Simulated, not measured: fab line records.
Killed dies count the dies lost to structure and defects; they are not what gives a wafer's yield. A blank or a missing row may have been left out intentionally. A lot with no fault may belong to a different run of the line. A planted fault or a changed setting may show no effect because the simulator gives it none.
Split-lot experiment :: flow n5_finfet :: 7 lots, 39 wafers read, on a route of 1938 steps

== ON THE SPLIT ==
At N5_MOL_CONTACT_COAG_VIA_ETCH_46 (etches SiO2 in C4F6/O2, target depth 46 nm, overetch 9.2 nm, time 40 s), the setting target_depth_a was moved away from the recipe's 460 angstrom on 9 of the 39 wafers read, by -45.0% to -38.5%. The other wafers ran this setting at the recipe's value.

== FROM THE SPLIT TO THE READING: what the file shows between them, 7 steps ==
- N5_MOL_CONTACT_COAG_STRIP_96: strips in N2/H2
- N5_MOL_CONTACT_COAG_ETCH_47: etches SiNx in CH3F/O2, stops on W, target depth 27 nm
- N5_MOL_CONTACT_COAG_STRIP_119: strips in N2/H2, time 30 s
- N5_MOL_CONTACT_COAG_PRECLEAN_144: cleans in alkaline clean, time 60 s
- N5_MOL_CONTACT_COAG_STRIP_120: strips in CHF3
- N5_MOL_CONTACT_COAG_VIA_ETCH_117: etches SiO2 in C4F6/O2, target depth 40 nm, overetch 8 nm, time 26 s
- N5_MOL_CONTACT_COAG_ETCH_124: etches SiNx in CH3F/O2, stops on SiOC, target depth 6.5 nm

== THE READING ==
oes_product_au, in a.u., at N5_MOL_CONTACT_COAG_ETCH_48 (etches SiOC in C4F6/O2, target depth 15 nm, overetch 4.5 nm, time 17 s). On this fab line, fault-free wafers typically give 0.70 a.u. with a standard deviation of 0.061 a.u.

wafer: L079.1
tool, chamber at the split: rie_diel-03, 2
target_depth_a as run, angstrom: 279
against the recipe: -39.3%
oes_product_au, a.u.: 0.29
against lot-mates on the recipe: -0.39

wafer: L079.2
tool, chamber at the split: rie_diel-03, 3
target_depth_a as run, angstrom: 279
against the recipe: -39.3%
oes_product_au, a.u.: 0.33
against lot-mates on the recipe: -0.35

wafer: L079.3
tool, chamber at the split: rie_diel-03, 0
target_depth_a as run, angstrom: 460
against the recipe: recipe
oes_product_au, a.u.: 0.70
against lot-mates on the recipe: -

wafer: L079.4
tool, chamber at the split: rie_diel-03, 1
target_depth_a as run, angstrom: 279
against the recipe: -39.3%
oes_product_au, a.u.: 0.34
against lot-mates on the recipe: -0.34

wafer: L079.5
tool, chamber at the split: rie_diel-03, 2
target_depth_a as run, angstrom: 460
against the recipe: recipe
oes_product_au, a.u.: 0.75
against lot-mates on the recipe: -

wafer: L079.6
tool, chamber at the split: rie_diel-03, 3
target_depth_a as run, angstrom: 460
against the recipe: recipe
oes_product_au, a.u.: 0.58
against lot-mates on the recipe: -

wafer: L082.1
tool, chamber at the split: rie_diel-06, 2
target_depth_a as run, angstrom: 460
against the recipe: recipe
oes_product_au, a.u.: 0.69
against lot-mates on the recipe: -

wafer: L082.2
tool, chamber at the split: rie_diel-06, 3
target_depth_a as run, angstrom: 460
against the recipe: recipe
oes_product_au, a.u.: 0.71
against lot-mates on the recipe: -

wafer: L082.3
tool, chamber at the split: rie_diel-06, 1
target_depth_a as run, angstrom: 460
against the recipe: recipe
oes_product_au, a.u.: 0.67
against lot-mates on the recipe: -

wafer: L082.4
tool, chamber at the split: rie_diel-06, 0
target_depth_a as run, angstrom: 460
against the recipe: recipe
oes_product_au, a.u.: 0.76
against lot-mates on the recipe: -

wafer: L082.5
tool, chamber at the split: rie_diel-06, 3
target_depth_a as run, angstrom: 460
against the recipe: recipe
oes_product_au, a.u.: 0.73
against lot-mates on the recipe: -

wafer: L082.6
tool, chamber at the split: rie_diel-06, 0
target_depth_a as run, angstrom: 460
against the recipe: recipe
oes_product_au, a.u.: 0.73
against lot-mates on the recipe: -

wafer: L089.1
tool, chamber at the split: rie_diel-06, 0
target_depth_a as run, angstrom: 282.9
against the recipe: -38.5%
oes_product_au, a.u.: 0.32
against lot-mates on the recipe: -0.42

wafer: L089.2
tool, chamber at the split: rie_diel-06, 2
target_depth_a as run, angstrom: 282.9
against the recipe: -38.5%
oes_product_au, a.u.: 0.28
against lot-mates on the recipe: -0.46

wafer: L089.3
tool, chamber at the split: rie_diel-06, 1
target_depth_a as run, angstrom: 460
against the recipe: recipe
oes_product_au, a.u.: 0.72
against lot-mates on the recipe: -

wafer: L089.4
tool, chamber at the split: rie_diel-06, 3
target_depth_a as run, angstrom: 460
against the recipe: recipe
oes_product_au, a.u.: 0.76
against lot-mates on the recipe: -

wafer: L089.5
tool, chamber at the split: rie_diel-06, 3
target_depth_a as run, angstrom: 460
against the recipe: recipe
oes_product_au, a.u.: 0.75
against lot-mates on the recipe: -

wafer: L089.6
tool, chamber at the split: rie_diel-06, 0
target_depth_a as run, angstrom: 282.9
against the recipe: -38.5%
oes_product_au, a.u.: 0.34
against lot-mates on the recipe: -0.40

wafer: L090.1
tool, chamber at the split: rie_diel-02, 0
target_depth_a as run, angstrom: 460
against the recipe: recipe
oes_product_au, a.u.: 0.73
against lot-mates on the recipe: -

wafer: L090.2
tool, chamber at the split: rie_diel-02, 2
target_depth_a as run, angstrom: 460
against the recipe: recipe
oes_product_au, a.u.: 0.63
against lot-mates on the recipe: -

wafer: L090.3
tool, chamber at the split: rie_diel-02, 3
target_depth_a as run, angstrom: 460
against the recipe: recipe
oes_product_au, a.u.: 0.78
against lot-mates on the recipe: -

wafer: L090.4
tool, chamber at the split: rie_diel-02, 1
target_depth_a as run, angstrom: 460
against the recipe: recipe
oes_product_au, a.u.: 0.65
against lot-mates on the recipe: -

wafer: L090.5
tool, chamber at the split: rie_diel-02, 3
target_depth_a as run, angstrom: 460
against the recipe: recipe
oes_product_au, a.u.: 0.65
against lot-mates on the recipe: -

wafer: L090.6
tool, chamber at the split: rie_diel-02, 0
target_depth_a as run, angstrom: 460
against the recipe: recipe
oes_product_au, a.u.: 0.78
against lot-mates on the recipe: -

wafer: L094.1
tool, chamber at the split: rie_diel-03, 3
target_depth_a as run, angstrom: 460
against the recipe: recipe
oes_product_au, a.u.: 0.57
against lot-mates on the recipe: -

wafer: L094.2
tool, chamber at the split: rie_diel-03, 0
target_depth_a as run, angstrom: 460
against the recipe: recipe
oes_product_au, a.u.: 0.60
against lot-mates on the recipe: -

wafer: L094.3
tool, chamber at the split: rie_diel-03, 2
target_depth_a as run, angstrom: 460
against the recipe: recipe
oes_product_au, a.u.: 0.70
against lot-mates on the recipe: -

wafer: L094.4
tool, chamber at the split: rie_diel-03, 1
target_depth_a as run, angstrom: 460
against the recipe: recipe
oes_product_au, a.u.: 0.68
against lot-mates on the recipe: -

wafer: L094.5
tool, chamber at the split: rie_diel-03, 2
target_depth_a as run, angstrom: 460
against the recipe: recipe
oes_product_au, a.u.: 0.60
against lot-mates on the recipe: -

wafer: L094.6
tool, chamber at the split: rie_diel-03, 1
target_depth_a as run, angstrom: 460
against the recipe: recipe
oes_product_au, a.u.: 0.65
against lot-mates on the recipe: -

wafer: L095.1
tool, chamber at the split: rie_diel-06, 0
target_depth_a as run, angstrom: 460
against the recipe: recipe
oes_product_au, a.u.: 0.66
against lot-mates on the recipe: -

wafer: L095.2
tool, chamber at the split: rie_diel-06, 1
target_depth_a as run, angstrom: 460
against the recipe: recipe
oes_product_au, a.u.: 0.71
against lot-mates on the recipe: -

wafer: L095.6
tool, chamber at the split: rie_diel-06, 0
target_depth_a as run, angstrom: 460
against the recipe: recipe
oes_product_au, a.u.: 0.73
against lot-mates on the recipe: -

wafer: L097.1
tool, chamber at the split: rie_diel-03, 1
target_depth_a as run, angstrom: 252.9
against the recipe: -45.0%
oes_product_au, a.u.: 0.31
against lot-mates on the recipe: -0.33

wafer: L097.2
tool, chamber at the split: rie_diel-03, 0
target_depth_a as run, angstrom: 252.9
against the recipe: -45.0%
oes_product_au, a.u.: 0.30
against lot-mates on the recipe: -0.34

wafer: L097.3
tool, chamber at the split: rie_diel-03, 3
target_depth_a as run, angstrom: 460
against the recipe: recipe
oes_product_au, a.u.: 0.61
against lot-mates on the recipe: -

wafer: L097.4
tool, chamber at the split: rie_diel-03, 2
target_depth_a as run, angstrom: 460
against the recipe: recipe
oes_product_au, a.u.: 0.64
against lot-mates on the recipe: -

wafer: L097.5
tool, chamber at the split: rie_diel-03, 2
target_depth_a as run, angstrom: 252.9
against the recipe: -45.0%
oes_product_au, a.u.: 0.27
against lot-mates on the recipe: -0.37

wafer: L097.6
tool, chamber at the split: rie_diel-03, 3
target_depth_a as run, angstrom: 460
against the recipe: recipe
oes_product_au, a.u.: 0.67
against lot-mates on the recipe: -

THE FIT
A straight line over all 39 wafers: oes_product_au changes by +0.00918 a.u. for each +1% of target_depth_a; r = +0.95; the points scatter about the line by 0.054 a.u.
The same after taking each lot's own level away (the mean of its wafers on the recipe; 39 wafers): +0.00911 a.u. for each +1%; r = +0.95; scatter 0.051 a.u.
On that fit, the largest move of target_depth_a shifts the reading by 0.41 a.u.
From 0.633 to 0.743 a.u.: that is the span of the lots' own levels, equal to 1.8 times the standard deviation above.
Consequently the slope shifts little with the lot-to-lot level, the two slopes agreeing.
Check: for one of the wafers moved furthest among these (-45.0%), held out of the fit, the line's prediction against its lot-mates is -0.424 a.u. Against them it came out at -0.33 a.u.

== OTHER SPLITS ON THESE WAFERS ==
Note: prior to the reading, these wafers also went through further splits. Each is held against what the fit with the lots' levels taken away leaves over:
other split on the same wafers: N5_FIN_SAQP_PECVD_06 time_s
wafers away from the commonest value: 9
r with oes_product_au (lot level and that fit taken away): +0.29

other split on the same wafers: N5_HKMG_FIN_DEVELOP_48 develop_time_s
wafers away from the commonest value: 12
r with oes_product_au (lot level and that fit taken away): -0.30

== THE WHOLE CHAIN: every reading that the file lists as answering this split, in the file's order ==
step: N5_MOL_CONTACT_COAG_VIA_ETCH_46
what it does: etches SiO2 in C4F6/O2, target depth 46 nm, overetch 9.2 nm, time 40 s
reading: etch.depth_nm (the simulator's own value, which no gauge read)
change (the file's fit): +0.255 nm for each +1% of the setting
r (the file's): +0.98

step: N5_MOL_CONTACT_COAG_VIA_ETCH_46
what it does: etches SiO2 in C4F6/O2, target depth 46 nm, overetch 9.2 nm, time 40 s
reading: SOC_of_MOL_CONTACT_COAG_COAT_75.thk_nm (the simulator's own value, which no gauge read)
change (the file's fit): -0.0573 nm for each +1% of the setting
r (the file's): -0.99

step: N5_MOL_CONTACT_COAG_ETCH_47
what it does: etches SiNx in CH3F/O2, stops on W, target depth 27 nm
reading: etch_rf_on_time_s
change (the file's fit): withheld for each +1% of the setting
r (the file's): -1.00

step: N5_MOL_CONTACT_COAG_ETCH_47
what it does: etches SiNx in CH3F/O2, stops on W, target depth 27 nm
reading: oes_product_au
change (the file's fit): +0.00947 a.u. for each +1% of the setting
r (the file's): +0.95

step: N5_MOL_CONTACT_COAG_ETCH_47
what it does: etches SiNx in CH3F/O2, stops on W, target depth 27 nm
reading: etch.over_etch_s (the simulator's own value, which no gauge read)
change (the file's fit): +0.126 s for each +1% of the setting
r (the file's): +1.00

step: N5_MOL_CONTACT_COAG_ETCH_124
what it does: etches SiNx in CH3F/O2, stops on SiOC, target depth 6.5 nm
reading: oes_product_au
change (the file's fit): +0.00941 a.u. for each +1% of the setting
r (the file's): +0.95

step: N5_MOL_CONTACT_COAG_ETCH_48
what it does: etches SiOC in C4F6/O2, target depth 15 nm, overetch 4.5 nm, time 17 s
reading: oes_product_au
change (the file's fit): +0.00909 a.u. for each +1% of the setting
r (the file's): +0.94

== FILE'S OWN FIT ==
oes_product_au changes by +0.00909 a.u. for each +1% of target_depth_a, r = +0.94.
